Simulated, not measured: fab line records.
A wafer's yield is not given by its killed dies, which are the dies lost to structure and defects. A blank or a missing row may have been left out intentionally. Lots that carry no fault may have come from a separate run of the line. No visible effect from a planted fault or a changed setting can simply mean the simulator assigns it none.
fab line records	flow nandHarc
record: lots: 11	wafers: 33	lastDay: 25
route steps=1159 shown A_CONTACT@906
lots that met no fault: from a run of the same line without faults
startH: the number of hours between the record's first day and the start of the first shown wafer of the lot	waitH: hours from the lot's prior step to this one	" as in the row above	L1.1+2: several wafers, shown together as one row	- value missing, or start not given	* or withheld: withheld	< > ~ a bound
route shown NAME@n: names a module that has steps shown in the file, with the first one's number in the route	usual: average and standard deviation across the fault-free wafers	same: alike in all rows	chamber/n: place in a boat	sites: per-site readings	_std_site: how widely they spread, as a standard deviation	_edge_site: inner sites' mean taken away from outer sites' mean	radiusMm: how far each site lies from the wafer's centre	mask NAME#n: copy n	behind: the last tool/chamber to shape the wafer	hold: what put the lot on hold/how long, in hours/how the hold closed	device: which transistor (n, p or np) failed to switch	end of line: tests of these same wafers at the route's end	a step with no rows: only its recipe	killed: the dies lost at the first sort to structure and to defects; this is not the yield of the wafer	map: per-die view of a wafer (x killed, . not killed, _ where there is no die)
set.NAME: the setting the step ran with; set.NAME@STEP: the setting that earlier step ran with	model.NAME: the simulator's own value behind a step, which no gauge read
the route's steps for a sample of lots (tables are steps, rows are wafers)
services: when a tool's chamber went out of use (startH, in hours from the record's first day, below 0 if earlier), for how many hours, and the reason
== steps ==
step: NHARC_A_CONTACT_ETCH_126
recipe: sourceW: withheld	pressureMtorr: 20	biasV: 1200	timeS: 155	targetDepthA: 9560	arFlowSccm: withheld	c4f8FlowSccm: withheld	o2FlowSccm: withheld	chemistry: C4F8/O2/Ar
usual: runLengthS: 155/0
lot.wafer	tool	chamber	startH	waitH	rfHoursCounterH	runLengthS
L101.4	harCapEtch-02	0	377.82	0.1	-	155
L101.6	"	0	"	"	-	155
L101.5	"	1	"	"	-	155
L100.1	harCapEtch-02	1	387.52	0.1	9	155
L100.2	"	0	"	"	9	155
L100.6	"	1	"	"	-	155
L105.1	harCapEtch-02	0	403.58	0.1	12	155
L105.4	"	0	"	"	-	155
L105.3	"	1	"	"	-	155
L106.3	harCapEtch-01	1	408.42	0.1	-	155
L106.5	"	0	"	"	-	155
L106.6	"	1	"	"	-	155
L103.1	harCapEtch-01	0	413.27	0.1	62	155
L103.6	"	1	"	"	-	155
L103.5	"	0	"	"	-	155
L104.2	harCapEtch-01	1	422.78	0.1	63	155
L104.4	"	1	"	"	-	155
L104.3	"	0	"	"	-	155
L107.2	harCapEtch-02	1	424.47	0.1	16	155
L107.4	"	0	"	"	-	155
L107.5	"	0	"	"	-	155
L114.4	harCapEtch-01	0	450.72	0.1	-	155
L114.5	"	1	"	"	-	155
L114.6	"	0	"	"	-	155
L119.3	harCapEtch-01	1	494.71	0.1	-	155
L119.5	"	0	"	"	-	155
L119.6	"	1	"	"	-	155
L120.1	harCapEtch-03	0	496.66	0.1	105	155
L120.2	"	1	"	"	105	155
L120.6	"	1	"	"	-	155
L123.2	harCapEtch-01	1	526.80	0.1	84	155
L123.1	"	0	"	"	84	155
L123.4	"	0	"	"	-	155
step: NHARC_A_CONTACT_ETCH_91
recipe: targetDepthA: 400	overEtchFrac: 0.5	timeS: 85.7	ionEnergyEv: 120	ch3fFlowSccm: 50	o2FlowSccm: 30	arFlowSccm: 200	rfW: 500	biasW: 100	chemistry: CH3F/O2
usual: drypumpMotorCurrentA: 5.83/0.28	oesProductAu: 0.938/0.027	rfVppV: 244.2/1.7	runLengthS: 107.1/0.34	showerheadPlenumPTorr: 2.45/0.12	throttleValvePct: 20.663/0.0096
lot.wafer	tool	chamber	startH	waitH	drypumpMotorCurrentA	oesProductAu	rfHoursCounterH	rfVppV	runLengthS	showerheadPlenumPTorr	throttleValvePct
L101.4	rieDiel-09	3	379.52	0.5	6.11	0.942	25	243.9	107.2	2.49	20.670
L101.6	"	1	"	"	5.47	0.939	-	242.0	106.8	2.32	20.657
L101.5	"	2	"	"	6.02	0.927	-	241.9	107.0	2.27	20.666
L100.1	rieDiel-03	1	389.08	0.5	5.65	0.924	56	244.0	107.1	2.46	20.660
L100.2	"	0	"	"	5.90	0.927	57	244.6	106.7	2.44	20.653
L100.6	"	2	"	"	5.88	0.920	-	245.1	107.0	2.54	20.663
L105.1	rieDiel-03	1	405.14	0.5	5.64	0.986	2	242.8	106.6	2.46	20.667
L105.3	"	2	"	"	5.90	1.004	2	245.2	107.2	2.54	20.654
L105.4	"	0	"	"	5.88	1.003	2	243.2	107.1	2.44	20.656
L106.3	rieDiel-02	3	409.92	0.4	6.47	0.918	25	247.7	107.7	2.65	20.664
L106.5	"	2	"	"	5.66	0.932	-	243.4	107.2	2.38	20.650
L106.6	"	3	"	"	6.46	0.925	-	245.5	107.5	2.65	20.650
L103.1	rieDiel-03	2	414.84	0.5	5.87	1.018	3	245.6	107.2	2.54	20.683
L103.5	"	1	"	"	5.65	0.985	-	244.6	106.9	2.46	20.674
L103.6	"	2	"	"	5.87	1.002	-	245.9	107.1	2.54	20.661
L104.3	rieDiel-09	2	424.34	0.4	6.01	0.911	29	242.8	106.9	2.27	20.669
L104.2	"	3	"	"	6.12	0.919	33	246.0	107.5	2.49	20.654
L104.4	"	1	"	"	5.48	0.932	28	243.0	107.2	2.32	20.675
L107.2	rieDiel-02	2	426.03	0.5	5.67	0.937	31	243.1	106.5	2.37	20.653
L107.4	"	0	"	"	6.28	0.912	34	244.6	107.2	2.37	20.664
L107.5	"	2	"	"	5.65	0.947	-	242.4	106.9	2.37	20.660
L114.4	rieDiel-03	2	452.22	0.4	5.89	0.919	20	247.2	75.3	2.53	20.648
L114.6	"	1	"	"	5.65	0.917	-	242.3	74.7	2.45	20.666
L114.5	"	2	"	"	5.90	0.919	-	244.5	107.7	2.53	20.663
L119.3	rieDiel-09	3	496.25	0.4	6.08	0.930	10	244.1	107.4	2.48	20.651
L119.5	"	0	"	"	5.79	0.925	-	241.7	107.0	2.33	20.650
L119.6	"	1	"	"	5.48	0.925	-	243.1	106.9	2.32	20.679
L120.2	rieDiel-02	0	498.21	0.5	6.26	0.919	60	244.3	107.1	2.36	20.667
L120.1	"	1	"	"	5.11	0.932	59	246.9	107.3	2.64	20.655
L120.6	"	0	"	"	6.27	0.929	-	243.0	107.0	2.36	20.661
L123.2	rieDiel-09	2	528.37	0.5	6.01	0.942	15	247.6	107.1	2.65	20.662
L123.4	"	3	"	"	6.12	0.941	15	244.6	107.2	2.48	20.641
L123.1	"	0	"	"	5.74	0.936	15	242.9	107.0	2.32	20.664
step: NHARC_A_CONTACT_ETCH_106
recipe: targetDepthA: 600	overetchA: 60	timeS: 33	ionEnergyEv: 100	cf4FlowSccm: 80	o2FlowSccm: 20	arFlowSccm: 0	rfW: 300	biasW: 100	chemistry: CF4/O2
usual: drypumpMotorCurrentA: 5.8/0.33	oesProductAu: 1.000/0.0094	rfVppV: 197.7/1.5	runLengthS: 54.3/0.41	showerheadPlenumPTorr: 1.33/0.066	throttleValvePct: 13.398/0.0088
lot.wafer	tool	chamber	startH	waitH	drypumpMotorCurrentA	oesProductAu	rfHoursCounterH	rfVppV	runLengthS	showerheadPlenumPTorr	throttleValvePct
L101.4	rieDiel-09	0	380.05	0.1	5.8	0.990	23	195.4	54.2	1.27	13.398
L101.6	"	3	"	"	6.1	1.012	-	198.3	55.0	1.35	13.390
L101.5	"	0	"	"	5.8	0.984	-	195.8	54.0	1.27	13.396
L100.2	rieDiel-03	2	389.76	0.1	5.9	0.987	58	200.0	54.5	1.38	13.402
L100.1	"	3	"	"	5.7	0.992	60	197.0	53.9	1.27	13.395
L100.6	"	2	"	"	5.9	0.987	-	199.2	54.3	1.38	13.391
L105.1	rieDiel-03	0	405.67	0.0	5.9	0.997	2	199.0	53.8	1.32	13.402
L105.3	"	1	"	"	5.6	0.998	2	199.1	53.9	1.34	13.416
L105.4	"	3	"	"	5.7	1.014	1	197.2	53.8	1.27	13.392
L106.3	rieDiel-03	2	410.77	0.3	5.9	1.012	2	198.5	54.7	1.38	13.390
L106.5	"	3	"	"	5.7	1.009	-	198.0	53.8	1.27	13.400
L106.6	"	0	"	"	5.9	0.992	-	197.0	53.7	1.32	13.382
L103.1	rieDiel-09	2	415.34	0.1	6.0	0.975	28	195.0	54.4	1.23	13.390
L103.5	"	2	"	"	6.0	0.974	-	196.4	55.0	1.23	13.388
L103.6	"	3	"	"	6.1	1.009	-	198.3	54.6	1.35	13.412
L104.4	rieDiel-09	2	424.99	0.2	6.0	0.983	29	195.7	54.9	1.23	13.399
L104.2	"	3	"	"	6.1	1.011	33	197.7	54.9	1.35	13.386
L104.3	"	0	"	"	5.8	1.002	30	196.4	54.0	1.27	13.397
L107.2	rieDiel-02	0	426.61	0.1	6.3	0.997	34	196.8	54.3	1.29	13.396
L107.4	"	2	"	"	5.6	1.016	32	197.1	54.3	1.29	13.389
L107.5	"	1	"	"	5.1	1.009	-	199.2	54.0	1.44	13.403
L114.4	rieDiel-09	0	452.75	0.1	5.8	1.007	2	195.2	54.4	1.26	13.408
L114.5	"	1	"	"	5.5	1.009	-	195.7	54.0	1.26	13.384
L114.6	"	2	"	"	6.0	0.993	-	197.3	54.9	1.45	13.384
L119.3	rieDiel-03	3	496.88	0.1	5.7	1.005	37	196.2	53.7	1.26	13.388
L119.5	"	3	"	"	5.7	1.009	-	195.4	53.7	1.26	13.405
L119.6	"	0	"	"	5.9	0.993	-	197.7	54.0	1.32	13.412
L120.2	rieDiel-09	3	498.81	0.1	6.1	1.004	11	197.7	54.8	1.35	13.404
L120.1	"	1	"	"	5.5	0.990	11	196.5	54.2	1.26	13.397
L120.6	"	0	"	"	5.8	0.992	-	196.8	54.4	1.26	13.402
L123.4	rieDiel-02	3	528.97	0.1	6.5	1.006	4	198.9	54.7	1.43	13.402
L123.2	"	0	"	"	6.3	0.994	4	197.1	54.5	1.28	13.383
L123.1	"	1	"	"	5.1	1.005	5	198.6	54.2	1.43	13.404
step: NHARC_A_CONTACT_STRIP_82
recipe: o2FlowSccm: 500	arFlowSccm: 0	biasW: 0	chemistry: O2
usual: drypumpMotorCurrentA: 5.8/0.33	oesProductAu: 1.000/0.0088	rfVppV: 57.8/0.89	showerheadPlenumPTorr: 3.52/0.16	throttleValvePct: 17.036/0.01
lot.wafer	tool	chamber	startH	waitH	drypumpMotorCurrentA	oesProductAu	rfHoursCounterH	rfVppV	showerheadPlenumPTorr	throttleValvePct
L101.4	rieDiel-09	1	-	-	5.5	1.007	22	56.8	3.34	17.043
L101.6	"	2	"	"	6.0	0.982	-	56.9	3.27	17.048
L101.5	"	3	"	"	6.1	1.007	-	59.0	3.57	17.052
L100.1	rieDiel-03	2	-	-	5.9	0.990	58	57.7	3.64	17.033
L100.2	"	3	"	"	5.7	0.996	60	57.2	3.37	17.015
L100.6	"	2	"	"	5.9	0.996	-	56.9	3.64	17.041
L105.4	rieDiel-03	2	-	-	5.9	1.007	2	57.3	3.64	17.035
L105.1	"	3	"	"	5.7	0.998	1	56.9	3.37	17.048
L105.3	"	0	"	"	5.9	0.991	2	57.4	3.50	17.037
L106.3	rieDiel-03	2	-	-	5.9	1.013	2	57.5	3.64	17.052
L106.5	"	0	"	"	5.9	0.997	-	58.6	3.50	17.057
L106.6	"	1	"	"	5.7	0.996	-	58.2	3.53	17.025
L103.1	rieDiel-09	2	-	-	6.0	0.982	28	57.0	3.27	17.035
L103.5	"	0	"	"	5.8	1.003	-	56.5	3.35	17.050
L103.6	"	1	"	"	5.5	1.017	-	56.9	3.34	17.036
L104.4	rieDiel-09	0	-	-	5.8	1.000	31	57.6	3.35	17.035
L104.2	"	1	"	"	5.5	1.008	28	57.4	3.34	17.019
L104.3	"	3	"	"	6.1	0.998	33	56.9	3.57	17.028
L107.2	rieDiel-02	3	-	-	6.5	1.001	31	58.6	3.79	17.047
L107.4	"	2	"	"	5.7	1.006	32	55.8	3.41	17.030
L107.5	"	3	"	"	6.5	0.998	-	58.4	3.79	17.043
L114.4	rieDiel-09	1	-	-	5.5	0.988	2	58.0	3.33	17.032
L114.6	"	3	"	"	6.1	0.991	-	58.7	3.57	17.044
L114.5	"	0	"	"	5.8	1.008	-	56.2	3.35	17.034
L119.3	rieDiel-03	3	-	-	5.7	1.008	37	58.0	3.35	17.031
L119.5	"	1	"	"	5.7	0.989	-	58.3	3.51	17.042
L119.6	"	2	"	"	5.9	1.005	-	58.5	3.62	17.031
L120.2	rieDiel-09	1	-	-	5.5	0.997	11	56.5	3.33	17.043
L120.1	"	2	"	"	6.0	1.004	11	58.3	3.80	17.037
L120.6	"	2	"	"	6.0	1.009	-	58.1	3.80	17.026
L123.1	rieDiel-02	2	-	-	5.7	0.995	4	57.9	3.39	17.030
L123.4	"	3	"	"	6.4	1.010	4	57.0	3.77	17.033
L123.2	"	0	"	"	6.3	1.012	4	58.6	3.39	17.058
== services ==
tool	chamber	startH	hours	kind
rieDiel-09	0	361.42	-	clean
rieDiel-09	1	361.42	-	clean
rieDiel-09	2	361.42	-	clean
rieDiel-09	3	361.42	-	clean
rieDiel-03	1	362.93	8.5	repair
rieDiel-09	0	385.92	-	clean
rieDiel-09	1	385.92	-	clean
rieDiel-09	2	385.92	-	clean
rieDiel-09	3	385.92	-	clean
rieDiel-03	-	392.40	9.0	pm
rieDiel-09	0	410.74	-	clean
rieDiel-09	1	410.74	-	clean
rieDiel-09	2	410.74	-	clean
rieDiel-09	3	410.74	-	clean
rieDiel-09	1	416.14	3.3	repair
rieDiel-09	-	431.41	9.0	pm
rieDiel-09	0	431.41	9.0	ventCycle
rieDiel-09	1	431.41	9.0	ventCycle
rieDiel-09	2	431.41	9.0	ventCycle
rieDiel-09	3	431.41	9.0	ventCycle
rieDiel-02	1	467.53	6.4	repair
rieDiel-03	0	486.63	5.8	repair
rieDiel-02	-	505.06	9.0	pm
rieDiel-09	2	509.84	4.7	repair
== key ==
firstSign: step: NHARC_A_CONTACT_ETCH_91	reading: runLengthS	direction: down	sigmas: 94	usual: *	struck: *
effect none on later readings
metAt NHARC_A_CONTACT_ETCH_91
struckLots L114
struckWafers L114.4,L114.6
testerLeftOut L114
notActingAt NHARC_A_CONTACT_ETCH_126,NHARC_A_CONTACT_ETCH_106,NHARC_A_CONTACT_STRIP_82
onsetBetween 414.84 452.22
fault: kind: processParameterDrift	tool: rieDiel-03	chamber: -	onsetH: 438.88	steps: NHARC_A_CONTACT_ETCH_91	channel: timeS	offset: *	shape: step	endH: 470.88	scope: struckWafersOnly	actsIn: *	stated: *
testerLeftOut: of these lots the tester's yield and bins aren't shown, on N5 and GAA mostly nor the transistor test; their killed dies are dies lost to structure and defects alone, not to doping, threshold or leakage, so they don't give the yield
